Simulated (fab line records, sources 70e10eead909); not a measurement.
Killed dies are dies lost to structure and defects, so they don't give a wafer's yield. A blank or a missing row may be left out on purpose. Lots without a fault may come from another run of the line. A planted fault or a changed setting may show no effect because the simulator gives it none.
fab line records | flow nand_harc
record lots=12 wafers=36 last_day=24
route steps=1159 shown A_M1@1049 A_BONDPAD@1059 END@1159
lots that met no fault: from a run of the same line without faults
start_h: hours from the record's first day to the start of the lot's first wafer shown | wait_h: hours since the lot's step before | " the same as in the row above | L1.1+2: a row that stands for several wafers | - no value, or no start given | * or withheld: withheld | < > ~ a bound
route shown NAME@n: a module of which the file shows steps, and the number in the route of the first | usual: mean/standard deviation of fault-free wafers | same: alike in all rows | chamber/n: place in a boat | sites: the reading at each site | _std_site: their standard deviation | _edge_site: outer sites' mean less inner sites' | radius_mm: how far each site lies from the wafer's centre | mask NAME#n: copy n | behind: the tool/chamber that last shaped the wafer | hold: why the lot was held/for how many hours/how that ended | device: the transistor (n, p or np) that didn't switch | end of line: the same wafers' tests at the end of the route | a step without rows: its recipe alone | killed: dies lost to structure and defects at the first sort, not the wafer's yield | map: a wafer's dies, x killed, . not, _ none there
set.NAME: the setting as run; set.NAME@STEP: as run at that earlier step | model.NAME: the simulator's own value behind a step, which no gauge read
steps of the route over a sample of lots; a table a step, a row a wafer
services: from which hour (start_h, from the record's first day; less than 0 if before it) a tool's chamber was out of use, for how many hours, and why
## steps
# step NHARC_A_M1_PVD_21
# recipe target_thk_a=300 chamber_pressure_pa=5 power_w=5000 substrate_temp_c=30 time_s=20.49 material=Cu
# usual throttle_valve_pct=30.0/0.74
# columns lot.wafer tool chamber start_h wait_h throttle_valve_pct
L838.4 pvd_sputter-01 - - - 30.4
L838.3 " - " " 31.6
L838.6 " - " " 30.8
L839.1 pvd_sputter-02 - - - 29.1
L839.5 " - " " 29.9
L839.6 " - " " 29.2
L844.2 pvd_sputter-03 - - - 30.7
L844.1 " - " " 31.5
L844.6 " - " " 30.5
L840.1 pvd_sputter-02 - - - 29.7
L840.6 " - " " 30.0
L840.5 " - " " 28.9
L841.2 pvd_sputter-03 - - - 30.8
L841.4 " - " " 30.3
L841.1 " - " " 29.8
L845.2 pvd_sputter-02 - - - 29.1
L845.3 " - " " 30.1
L845.6 " - " " 28.9
L847.2 pvd_sputter-01 - - - 29.9
L847.1 " - " " 29.3
L847.5 " - " " 31.6
L849.1 pvd_sputter-01 - - - 29.4
L849.6 " - " " 30.9
L849.5 " - " " 29.1
L848.1 pvd_sputter-03 - - - 30.3
L848.4 " - " " 30.4
L848.6 " - " " 30.1
L846.3 pvd_sputter-02 - - - 29.0
L846.1 " - " " 29.7
L846.6 " - " " 30.2
L851.3 pvd_sputter-03 - - - 30.5
L851.2 " - " " 30.2
L851.6 " - " " 30.6
L858.1 pvd_sputter-01 - - - 29.3
L858.4 " - " " 30.0
L858.2 " - " " 30.6
# step NHARC_A_M1_CMP_23
# recipe t_overpolish_s=20 target_thk_nm=154.34
# usual motor_current_A=12.1/1.1 time_to_endpoint_s=29/3.1
# columns lot.wafer tool chamber start_h wait_h motor_current_A time_to_endpoint_s
L838.3 cmp-04 3 416.36 - 10.8 33
L838.4 " 2 " " 11.8 31
L838.6 " 3 " " 12.1 30
L839.1 cmp-03 0 420.77 - 11.2 27
L839.6 " 3 " " 10.7 30
L839.5 " 0 " " 12.1 25
L844.2 cmp-02 1 431.59 - 12.5 26
L844.1 " 0 " " 11.3 28
L844.6 " 1 " " 12.8 27
L840.1 cmp-03 2 432.66 - 12.5 31
L840.5 " 3 " " 11.7 29
L840.6 " 0 " " 11.8 24
L841.2 cmp-04 1 442.11 - 11.0 30
L841.4 " 3 " " 11.9 31
L841.1 " 0 " " 13.3 33
L845.2 cmp-02 1 460.59 - 13.1 24
L845.3 " 2 " " 10.0 30
L845.6 " 3 " " 13.3 27
L847.1 cmp-03 1 465.37 - 13.2 28
L847.2 " 2 " " 12.4 34
L847.5 " 0 " " 11.5 25
L849.1 cmp-04 2 466.01 - 13.0 29
L849.6 " 0 " " 13.3 30
L849.5 " 1 " " 11.6 29
L848.4 cmp-04 1 470.65 - 11.0 29
L848.1 " 2 " " 12.1 28
L848.6 " 2 " " 11.6 30
L846.3 cmp-02 3 471.14 - 13.5 27
L846.1 " 0 " " 11.8 28
L846.6 " 0 " " 11.7 30
L851.2 cmp-04 0 480.29 - 13.3 32
L851.3 " 1 " " 11.8 27
L851.6 " 3 " " 12.0 29
L858.2 cmp-03 1 537.53 - 13.1 29
L858.1 " 3 " " 11.4 30
L858.4 " 0 " " 11.5 30
# step NHARC_A_M1_THK_MEAS_24
# recipe thk_meas_gauge=xrf
# usual thk_nm=154.2/1.7
# columns lot.wafer tool chamber start_h wait_h thk_nm
L838.3 film_metro-01 - 416.67 - 154.0
L838.4 " - " " 154.8
L838.6 " - " " 152.5
L839.1 film_metro-02 - 421.05 - 155.3
L839.5 " - " " 154.0
L839.6 " - " " 155.7
L844.1 film_metro-01 - 431.90 - 157.2
L844.2 " - " " 154.0
L844.6 " - " " 152.3
L840.1 film_metro-02 - 432.89 - 155.6
L840.5 " - " " 155.8
L840.6 " - " " 151.4
L841.1 film_metro-02 - 442.42 - 154.2
L841.2 " - " " 154.4
L841.4 " - " " 157.4
L845.2 film_metro-01 - 460.86 - 153.7
L845.3 " - " " 153.7
L845.6 " - " " 154.7
L847.1 film_metro-01 - 465.66 - 152.9
L847.2 " - " " 155.5
L847.5 " - " " 153.2
L849.1 film_metro-02 - 466.28 - 155.4
L849.5 " - " " 153.7
L849.6 " - " " 156.4
L848.1 film_metro-02 - 470.97 - 152.4
L848.4 " - " " 152.4
L848.6 " - " " 153.3
L846.1 film_metro-02 - 471.46 - 155.9
L846.3 " - " " 154.1
L846.6 " - " " 152.5
L851.2 film_metro-02 - 480.58 - 153.6
L851.3 " - " " 155.3
L851.6 " - " " 156.2
L858.1 film_metro-02 - 537.85 - 153.9
L858.2 " - " " 152.2
L858.4 " - " " 152.1
# step NHARC_A_BONDPAD_DEP_00
# recipe target_thk_a=2500 temp_c=370 target_thk_nm=250 pressure_torr=3 flow_sccm=200 rf_w=450 material=SiCN
# usual heater_power_w=551/72
# columns lot.wafer tool chamber start_h wait_h heater_power_w
L838.3 pecvd-01 0 417.53 - 588
L838.4 " 0 " " 604
L838.6 " 2 " " 608
L839.1 pecvd-04 2 421.91 - 551
L839.6 " 2 " " 579
L839.5 " 1 " " 451
L844.2 pecvd-04 1 433.06 - 455
L844.1 " 2 " " 523
L844.6 " 2 " " 518
L840.1 pecvd-04 2 434.25 - 543
L840.5 " 1 " " 451
L840.6 " 2 " " 541
L841.2 pecvd-04 0 443.62 - 602
L841.1 " 1 " " 510
L841.4 " 2 " " 572
L845.2 pecvd-04 0 461.74 - 553
L845.3 " 2 " " 576
L845.6 " 0 " " 596
L847.2 pecvd-04 0 466.51 - 581
L847.1 " 2 " " 534
L847.5 " 1 " " 475
L849.1 pecvd-04 0 467.22 - 642
L849.6 " 2 " " 498
L849.5 " 0 " " 620
L848.1 pecvd-04 0 471.87 - 542
L848.4 " 0 " " 563
L848.6 " 1 " " 502
L846.3 pecvd-01 1 472.31 - 412
L846.1 " 0 " " 644
L846.6 " 0 " " 536
L851.2 pecvd-01 0 481.49 - 648
L851.3 " 2 " " 588
L851.6 " 0 " " 513
L858.2 pecvd-04 1 538.70 - 469
L858.1 " 2 " " 460
L858.4 " 1 " " 485
# step NHARC_A_BONDPAD_THK_MEAS_30
# recipe thk_meas_gauge=ellipsometry
# usual thk_nm=200.1/1.7
# columns lot.wafer tool chamber start_h wait_h thk_nm
L838.3 film_metro-01 - 418.18 0.2 200.1
L838.4 " - " " 203.3
L838.6 " - " " 200.2
L839.1 film_metro-02 - 422.57 0.2 200.9
L839.5 " - " " 197.6
L839.6 " - " " 201.2
L844.1 film_metro-01 - 433.73 0.2 201.8
L844.2 " - " " 201.4
L844.6 " - " " 200.9
L840.1 film_metro-02 - 434.87 0.2 198.9
L840.5 " - " " 199.8
L840.6 " - " " 202.4
L841.1 film_metro-02 - 444.28 0.2 201.5
L841.2 " - " " 203.5
L841.4 " - " " 203.1
L845.2 film_metro-01 - 462.40 0.2 200.9
L845.3 " - " " 200.1
L845.6 " - " " 199.9
L847.1 film_metro-01 - 467.17 0.2 198.9
L847.2 " - " " 199.7
L847.5 " - " " 198.2
L849.1 film_metro-02 - 467.79 0.2 202.1
L849.5 " - " " 201.4
L849.6 " - " " 199.1
L848.1 film_metro-01 - 472.48 0.2 201.4
L848.4 " - " " 200.8
L848.6 " - " " 200.9
L846.1 film_metro-01 - 472.98 0.2 200.1
L846.3 " - " " 201.0
L846.6 " - " " 201.8
L851.2 film_metro-01 - 482.15 0.2 199.9
L851.3 " - " " 199.8
L851.6 " - " " 197.2
L858.1 film_metro-01 - 539.37 0.2 198.0
L858.2 " - " " 198.1
L858.4 " - " " 186.6
# step NHARC_END_SORT_01
# recipe temp_c=25
# usual defect_limited_yield=95.2/1.6 killed_at_array=29/10 killed_at_other=0.7/1.1 killed_at_periphery=3.2/2.2 killed_dies=33/11 killed_open=3.5/1.8 killed_short=2.0/1.4 sort_bin_2_pct=1.5/0.61 sort_bin_3_pct=0.29/0.22 sort_bin_4_pct=3.1/1.1 sort_n_pass=644/11 sort_rim_yield_pct=95/3.3 sort_yield_pct=95.2/1.6
# same gross_dies=677 sort_bin_5_pct[%]=0 sort_bin_6_pct[%]=0 sort_bin_7_pct[%]=0 sort_bin_8_pct[%]=0 sort_rim_n_gross=106.00
# columns lot.wafer tool chamber start_h wait_h defect_limited_yield[%] killed_at_array killed_at_other killed_at_periphery killed_dies killed_open killed_short sort_bin_2_pct[%] sort_bin_3_pct[%] sort_bin_4_pct[%] sort_n_pass sort_rim_yield_pct[%] sort_yield_pct[%]
L839.1 prober-01 0 474.61 2.5 95.6 24 0 6 30 6 4 0.9 0.15 3.4 647 95 95.6
L839.5 prober-01 0 477.77 3.6 96.3 23 0 2 25 3 1 1.9 0.15 1.6 652 94 96.3
L839.6 prober-01 0 478.55 3.9 95.9 25 1 2 28 0 3 1.5 0.30 2.4 649 99 95.9
L844.1 prober-02 0 482.50 2.5 97.5 15 0 2 17 4 0 0.7 0.15 1.6 660 98 97.5
L844.2 prober-02 0 483.31 2.8 95.9 26 0 2 28 2 1 1.3 0.44 2.4 649 98 95.9
L844.6 prober-02 0 486.55 4.1 96.5 23 1 0 24 2 0 0.9 0.30 2.4 653 98 96.5
L845.2 prober-02 0 499.04 2.8 94.7 29 1 6 36 6 0 2.4 0.74 2.2 641 96 94.7
L845.3 prober-02 0 499.84 3.1 93.6 33 2 8 43 6 3 1.5 0 4.9 634 92 93.6
L845.6 prober-02 0 502.24 4.0 94.4 29 2 7 38 2 0 1.5 0.30 3.8 639 93 94.4
L847.1 prober-01 0 505.93 2.5 96.0 26 1 0 27 3 1 1.2 0 2.8 650 96 96.0
L847.2 prober-01 0 506.72 2.8 95.9 26 2 0 28 2 2 1.3 0 2.8 649 96 95.9
L847.5 prober-01 0 509.11 3.7 95.4 29 1 1 31 2 3 0.9 0 3.7 646 93 95.4
L849.1 prober-02 0 506.07 2.5 93.2 42 0 4 46 3 5 1.8 0 5.0 631 85 93.2
L849.5 prober-02 0 509.29 3.7 92.0 54 0 0 54 0 3 1.9 0.44 5.6 623 97 92.0
L849.6 prober-02 0 510.10 4.0 94.2 37 0 2 39 2 2 1.6 0.15 4.0 638 90 94.2
L846.1 prober-01 0 513.67 2.5 97.2 13 0 6 19 2 2 0.3 0.44 2.1 658 96 97.2
L846.3 prober-01 0 515.30 3.1 97.6 8 0 8 16 2 0 1.3 0 1.0 661 97 97.6
L846.6 prober-01 0 517.74 4.1 95.9 22 1 5 28 4 3 0.7 0.74 2.7 649 98 95.9
L848.1 prober-02 0 513.93 2.5 93.2 38 0 8 46 3 1 1.6 0.30 4.9 631 96 93.2
L848.4 prober-02 0 516.32 3.4 92.3 43 1 8 52 5 3 2.4 0.30 5.0 625 91 92.3
L848.6 prober-02 0 517.90 4.0 93.1 39 1 7 47 4 2 1.6 0.44 4.9 630 92 93.1
L851.2 prober-01 0 522.38 2.8 96.9 18 0 3 21 2 4 0.4 0.30 2.4 656 97 96.9
L851.3 prober-01 0 523.19 3.1 96.3 22 1 2 25 8 0 1.3 0 2.4 652 94 96.3
L851.6 prober-01 0 525.61 4.0 97.3 13 3 2 18 2 0 0.9 0.30 1.5 659 98 97.3
# killed by level:class
L839.1 A_CHANNEL_HOLE_D1:chamber_film_flake=10 A_CONTACT:chamber_film_flake=3 A_ONON_D1:geometric_particle:short=2 A_M0:geometric_particle:open=2 A_CHANNEL_FILL_D1:chamber_film_flake=2 P_CONTACT:geometric_particle:open=1 P_M0:geometric_particle:short=1 P_M2:geometric_particle:open=1
L839.5 A_CHANNEL_HOLE_D1:chamber_film_flake=14 A_STAIRCASE:chamber_film_flake=2 P_STI:geometric_particle:open=1 A_CHANNEL_FILL_D1:geometric_particle:open=1 A_WL_FILL:geometric_particle:short=1 A_CONTACT:geometric_particle:open=1 P_GATE:chamber_film_flake=1 A_ZERO_WELL:chamber_film_flake=1
L839.6 A_CHANNEL_HOLE_D1:chamber_film_flake=17 A_STAIRCASE:chamber_film_flake=3 A_CONTACT:chamber_film_flake=2 A_CHANNEL_FILL_D1:geometric_particle:short=1 A_SGD_CUT:geometric_particle:short=1 A_CONTACT:geometric_particle:short=1 P_ZERO_WELL:chamber_film_flake=1 P_GATE:chamber_film_flake=1
L844.1 A_CHANNEL_HOLE_D1:chamber_film_flake=10 P_CONTACT:geometric_particle:open=1 P_M1:geometric_particle:open=1 A_ONON_D1:geometric_particle:open=1 A_CHANNEL_FILL_D1:geometric_particle:open=1 A_SLIT:chamber_film_flake=1 A_STAIRCASE:chamber_film_flake=1 A_CONTACT:chamber_film_flake=1
L844.2 A_CHANNEL_HOLE_D1:chamber_film_flake=17 A_STAIRCASE:chamber_film_flake=4 A_CONTACT:chamber_film_flake=2 P_M2:geometric_particle:short=1 A_WL_FILL:geometric_particle:open=1 A_CONTACT:geometric_particle:open=1 P_BONDPAD:chamber_film_flake=1 A_ZERO_WELL:chamber_film_flake=1
L844.6 A_CHANNEL_HOLE_D1:chamber_film_flake=18 A_STAIRCASE:chamber_film_flake=2 A_CONTACT:chamber_film_flake=2 A_CONTACT:geometric_particle:open=1 STARTING-WAFER:geometric_particle:open=1
L845.2 A_SLIT:chamber_film_flake=9 A_STAIRCASE:chamber_film_flake=8 P_CONTACT:chamber_film_flake=3 A_CONTACT:chamber_film_flake=3 A_BONDPAD:chamber_film_flake=3 A_ONON_D1:geometric_particle:open=2 A_CHANNEL_HOLE_D1:chamber_film_flake=2 P_GATE:geometric_particle:open=1
L845.3 A_SLIT:chamber_film_flake=11 A_CONTACT:chamber_film_flake=6 P_STI:chamber_film_flake=4 P_CONTACT:chamber_film_flake=3 A_CHANNEL_HOLE_D1:chamber_film_flake=3 A_WL_FILL:chamber_film_flake=3 A_CHANNEL_FILL_D1:geometric_particle:short=2 A_BONDPAD:chamber_film_flake=2
L845.6 A_SLIT:chamber_film_flake=15 A_STAIRCASE:chamber_film_flake=5 P_STI:chamber_film_flake=4 A_CHANNEL_HOLE_D1:chamber_film_flake=4 A_CONTACT:geometric_particle:open=2 P_M0:chamber_film_flake=2 A_WL_FILL:chamber_film_flake=2 THIN_TSV:chamber_film_flake=2
L847.1 A_CHANNEL_HOLE_D1:chamber_film_flake=12 A_STAIRCASE:chamber_film_flake=4 A_CONTACT:chamber_film_flake=4 A_M0:geometric_particle:open=2 A_SLIT:chamber_film_flake=2 A_CONTACT:geometric_particle:short=1 A_CONTACT:geometric_particle:open=1 THIN_TSV:chamber_film_flake=1
L849.1 A_CHANNEL_HOLE_D1:chamber_film_flake=15 A_SLIT:chamber_film_flake=13 A_CHANNEL_HOLE_D1:geometric_particle:short=3 P_M2:chamber_film_flake=3 A_STAIRCASE:chamber_film_flake=3 A_CONTACT:chamber_film_flake=3 A_ONON_D1:geometric_particle:open=2 A_ONON_D1:geometric_particle:short=1
L847.2 A_CHANNEL_HOLE_D1:chamber_film_flake=12 A_STAIRCASE:chamber_film_flake=5 A_SLIT:chamber_film_flake=3 A_CONTACT:chamber_film_flake=2 THIN_TSV:chamber_film_flake=2 A_ONON_D1:geometric_particle:short=1 A_CHANNEL_FILL_D1:geometric_particle:open=1 A_WL_FILL:geometric_particle:short=1
L847.5 A_CHANNEL_HOLE_D1:chamber_film_flake=14 A_SLIT:chamber_film_flake=5 A_STAIRCASE:chamber_film_flake=3 A_CONTACT:geometric_particle:open=2 A_CONTACT:chamber_film_flake=2 A_ONON_D1:geometric_particle:short=1 A_CHANNEL_FILL_D1:geometric_particle:short=1 A_CONTACT:geometric_particle:short=1
L849.5 A_CHANNEL_HOLE_D1:chamber_film_flake=19 A_SLIT:chamber_film_flake=16 A_STAIRCASE:chamber_film_flake=9 A_CONTACT:chamber_film_flake=4 A_WL_FILL:chamber_film_flake=3 A_CHANNEL_FILL_D1:geometric_particle:short=1 A_WL_FILL:geometric_particle:short=1 A_M0:geometric_particle:short=1
L849.6 A_CHANNEL_HOLE_D1:chamber_film_flake=13 A_SLIT:chamber_film_flake=11 A_STAIRCASE:chamber_film_flake=7 A_M0:geometric_particle:open=2 A_CONTACT:chamber_film_flake=2 P_CONTACT:geometric_particle:short=1 A_CONTACT:geometric_particle:short=1 P_M2:chamber_film_flake=1
L846.1 P_GATE:chamber_film_flake=5 A_CONTACT:chamber_film_flake=3 A_CHANNEL_HOLE_D1:chamber_film_flake=2 A_WL_FILL:chamber_film_flake=2 A_SOURCE_PLATE:geometric_particle:short=1 A_ONON_D1:geometric_particle:open=1 A_CONTACT:geometric_particle:short=1 A_CONTACT:geometric_particle:open=1
L848.1 A_CHANNEL_HOLE_D1:chamber_film_flake=19 A_SLIT:chamber_film_flake=12 A_STAIRCASE:chamber_film_flake=5 P_M2:chamber_film_flake=4 P_GATE:chamber_film_flake=2 P_GATE:geometric_particle:open=1 P_M2:geometric_particle:open=1 A_ONON_D1:geometric_particle:short=1
L846.3 P_M0:chamber_film_flake=6 P_GATE:chamber_film_flake=2 A_CHANNEL_HOLE_D1:chamber_film_flake=2 A_CONTACT:geometric_particle:open=1 A_M0:geometric_particle:open=1 A_SLIT:chamber_film_flake=1 A_CONTACT:chamber_film_flake=1 A_BLC:chamber_film_flake=1
L848.4 A_CHANNEL_HOLE_D1:chamber_film_flake=14 A_STAIRCASE:chamber_film_flake=13 A_SLIT:chamber_film_flake=7 P_M2:chamber_film_flake=6 A_ONON_D1:geometric_particle:open=2 A_CHANNEL_FILL_D1:geometric_particle:short=2 A_CONTACT:geometric_particle:open=2 P_GATE:chamber_film_flake=2
L846.6 A_CONTACT:chamber_film_flake=5 A_CHANNEL_HOLE_D1:chamber_film_flake=4 A_WL_FILL:chamber_film_flake=3 A_CONTACT:geometric_particle:open=2 A_M0:geometric_particle:open=2 P_STI:chamber_film_flake=2 P_CONTACT:chamber_film_flake=2 A_ONON_D1:geometric_particle:short=1
L848.6 A_CHANNEL_HOLE_D1:chamber_film_flake=19 A_SLIT:chamber_film_flake=10 P_M2:chamber_film_flake=5 A_STAIRCASE:chamber_film_flake=4 A_SGD_CUT:geometric_particle:open=2 P_GATE:geometric_particle:short=1 A_ONON_D1:geometric_particle:open=1 A_ONON_D1:geometric_particle:short=1
L851.2 A_CONTACT:chamber_film_flake=6 A_SLIT:chamber_film_flake=4 P_M0:geometric_particle:short=1 A_CHANNEL_FILL_D1:geometric_particle:short=1 A_SGD_CUT:geometric_particle:open=1 A_WL_FILL:geometric_particle:short=1 A_CONTACT:geometric_particle:open=1 A_CONTACT:geometric_particle:short=1
L851.3 A_CHANNEL_HOLE_D1:chamber_film_flake=7 A_CONTACT:chamber_film_flake=3 A_CONTACT:geometric_particle:open=2 A_M1:geometric_particle:open=2 A_STAIRCASE:chamber_film_flake=2 A_SLIT:chamber_film_flake=2 A_WL_FILL:chamber_film_flake=2 P_GATE:geometric_particle:open=1
L851.6 A_CONTACT:chamber_film_flake=5 A_CHANNEL_HOLE_D1:chamber_film_flake=4 THIN_TSV:chamber_film_flake=3 A_CHANNEL_HOLE_D1:geometric_particle:open=1 A_M0:geometric_particle:open=1 P_STI:chamber_film_flake=1 P_BONDPAD:chamber_film_flake=1 A_STAIRCASE:chamber_film_flake=1
## services
# columns tool chamber start_h hours kind
pvd_sputter-02 - 392.02 10.0 pm
cmp-04 - 399.07 4.0 pm
cmp-04 - 403.07 - consumable_replace:conditioner
cmp-04 - 403.07 - consumable_replace:pad
cmp-03 - 414.55 3.9 repair
cmp-02 - 415.29 1.5 repair
pecvd-01 - 418.40 13.0 pm
cmp-02 - 422.56 4.0 pm
cmp-03 - 429.16 0.6 repair
cmp-03 - 450.00 4.0 pm
cmp-03 - 454.00 - consumable_replace:conditioner
pvd_sputter-03 - 458.00 10.0 pm
cmp-04 - 461.21 1.9 repair
cmp-04 - 466.23 4.2 repair
cmp-03 - 468.35 0.7 repair
pvd_sputter-03 - 473.76 3.9 repair
cmp-04 - 497.21 4.0 pm
cmp-04 - 501.21 - consumable_replace:conditioner
cmp-04 - 501.21 - consumable_replace:pad
cmp-02 - 508.52 2.3 repair
cmp-03 - 514.12 0.9 repair
cmp-02 - 520.59 4.0 pm
cmp-03 - 523.79 0.6 repair
cmp-03 - 529.96 3.3 repair
## key
first_sign step=NHARC_A_BONDPAD_THK_MEAS_30 reading=thk_nm direction=down sigmas=8 usual=200.1 struck=186.6
effect none on later readings
met_at NHARC_A_BONDPAD_DEP_00
struck_lots L858
struck_wafers L858.4
not_acting_at NHARC_A_M1_PVD_21,NHARC_A_M1_CMP_23,NHARC_A_M1_THK_MEAS_24
onset_between 471.87 538.70
fault kind=process_parameter_drift tool=pecvd-04 chamber=- onset_h=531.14 steps=NHARC_A_BONDPAD_DEP_00 channel=target_thk_nm offset=147.36 shape=step end_h=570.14 scope=struck_wafers_only acts_in=these_recipes_only stated=250
